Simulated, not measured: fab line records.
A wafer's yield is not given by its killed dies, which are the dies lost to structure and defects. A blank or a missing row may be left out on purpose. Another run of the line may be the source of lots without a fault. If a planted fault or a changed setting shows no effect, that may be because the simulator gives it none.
Which tool did it? :: flow nandHarc :: at 1 step of a route of 1302, 24 lots with 72 wafers sampled

== WHAT THE GAUGES READ, wafer by wafer ==
NHARC_A_CHANNEL_HOLE_D2_OVL_MEAS_11. Usual: overlayXNm -0.2 nm, standard deviation 0.92; overlayYNm -0.2 nm, standard deviation 0.73.
lot: L074
measured: day 12 22:20
on: overlay-02
overlayXNm (nm): 0.4 0.4 0.6
overlayYNm (nm): -1.1 -1.3 -1.3
flag: 

lot: L075
measured: day 13 16:16
on: overlay-02
overlayXNm (nm): 0.0 0.6 0.4
overlayYNm (nm): 1.1 0.7 0.2
flag: 

lot: L076
measured: day 13 20:09
on: overlay-01
overlayXNm (nm): -0.7 -0.4 -0.6
overlayYNm (nm): -0.7 -0.3 -0.5
flag: 

lot: L077
measured: day 14 12:04
on: overlay-01
overlayXNm (nm): -0.3 -0.3 -0.2
overlayYNm (nm): 0.5 0.5 0.6
flag: 

lot: L078
measured: day 14 17:56
on: overlay-02
overlayXNm (nm): -2.7 -1.7 -1.7
overlayYNm (nm): 0.1 0.2 0.0
flag: 

lot: L079
measured: day 15 03:10
on: overlay-02
overlayXNm (nm): 0.1 0.3 0.0
overlayYNm (nm): -0.3 0.0 -0.1
flag: 

lot: L081
measured: day 16 02:26
on: overlay-01
overlayXNm (nm): 0.8 0.7 0.3
overlayYNm (nm): -1.1 -0.4 -0.7
flag: 

lot: L080
measured: day 16 02:35
on: overlay-01
overlayXNm (nm): 1.6 1.6 1.5
overlayYNm (nm): -0.2 0.3 -0.5
flag: 

lot: L082
measured: day 16 03:09
on: overlay-02
overlayXNm (nm): -0.9 -0.9 -0.7
overlayYNm (nm): -0.8 -0.4 -0.7
flag: 

lot: L083
measured: day 17 02:37
on: overlay-01
overlayXNm (nm): -0.6 -1.0 -0.8
overlayYNm (nm): -0.8 -0.8 -0.4
flag: 

lot: L084
measured: day 17 04:08
on: overlay-02
overlayXNm (nm): 0.4 -0.1 0.8
overlayYNm (nm): 0.9 0.3 0.0
flag: 

lot: L085
measured: day 17 11:55
on: overlay-02
overlayXNm (nm): 0.7 1.1 0.5
overlayYNm (nm): -0.9 -0.7 -0.6
flag: 

lot: L086
measured: day 18 04:58
on: overlay-01
overlayXNm (nm): -0.3 -0.6 -1.0
overlayYNm (nm): 0.2 -0.1 -0.3
flag: 

lot: L087
measured: day 18 11:10
on: overlay-01
overlayXNm (nm): -1.0 -0.2 -1.1
overlayYNm (nm): 0.1 -0.2 -0.7
flag: 

lot: L089
measured: day 18 23:19
on: overlay-02
overlayXNm (nm): -0.3 -0.6 -0.2
overlayYNm (nm): 0.3 0.6 0.8
flag: 

lot: L090
measured: day 19 14:47
on: overlay-02
overlayXNm (nm): 0.1 0.3 0.5
overlayYNm (nm): -0.7 -0.8 -0.8
flag: 

lot: L091
measured: day 19 16:27
on: overlay-02
overlayXNm (nm): -0.8 -0.6 -0.2
overlayYNm (nm): 0.5 0.5 0.3
flag: 

lot: L088
measured: day 19 16:39
on: overlay-02
overlayXNm (nm): -1.3 -1.7 -1.7
overlayYNm (nm): 0.8 0.5 1.0
flag: 

lot: L092
measured: day 20 09:27
on: overlay-01
overlayXNm (nm): 1.0 1.6 1.5
overlayYNm (nm): -0.1 -0.3 -0.7
flag: 

lot: L093
measured: day 21 00:36
on: overlay-01
overlayXNm (nm): -0.2 -0.6 -0.6
overlayYNm (nm): -0.5 -1.4 -1.1
flag: 

lot: L094
measured: day 21 18:01
on: overlay-02
overlayXNm (nm): -0.5 -0.2 0.0
overlayYNm (nm): -2.2 -1.8 -2.1
flag: 

lot: L096
measured: day 22 07:04
on: overlay-01
overlayXNm (nm): 0.0 0.8 0.8
overlayYNm (nm): 0.6 0.5 0.9
flag: 

lot: L095
measured: day 22 08:26
on: overlay-02
overlayXNm (nm): -2.1 -1.5 -1.4
overlayYNm (nm): 0.3 0.7 1.0
flag: 

lot: L097
measured: day 22 16:48
on: overlay-02
overlayXNm (nm): -0.2 0.2 0.0
overlayYNm (nm): -0.1 0.0 -0.3
flag: 

== TOOL THAT RAN EACH LOT (tool first, then ch and the chambers of the sampled wafers, then the start) ==
The record holds no process step before these readings.

== AS READ BY THE TOOLS THEMSELVES (means over the sampled wafers that have a number; for cases with no such wafer, the mark the record gives instead) ==
The record holds no such reading with a usual standard deviation.

== THE ANSWER, worked out from the rows above alone ==
Rule: a lot is off if the mean of its wafers that have a number lies more than 3 standard deviations from the usual mean. A lot without any number at a reading at which 4 lots or more have one is off too. All remaining lots with rows at the step are treated as sound. The gauges are gone through in route order, then the tools' own readings, and for those a lot's mean is taken as printed above. At the first step where some lot is off, the reading lying furthest off is the one used; lots without a number count as furthest.
None of the lots is off at any reading shown; this tells nothing.

== WHAT THE SIMULATOR HAD PUT IN ==
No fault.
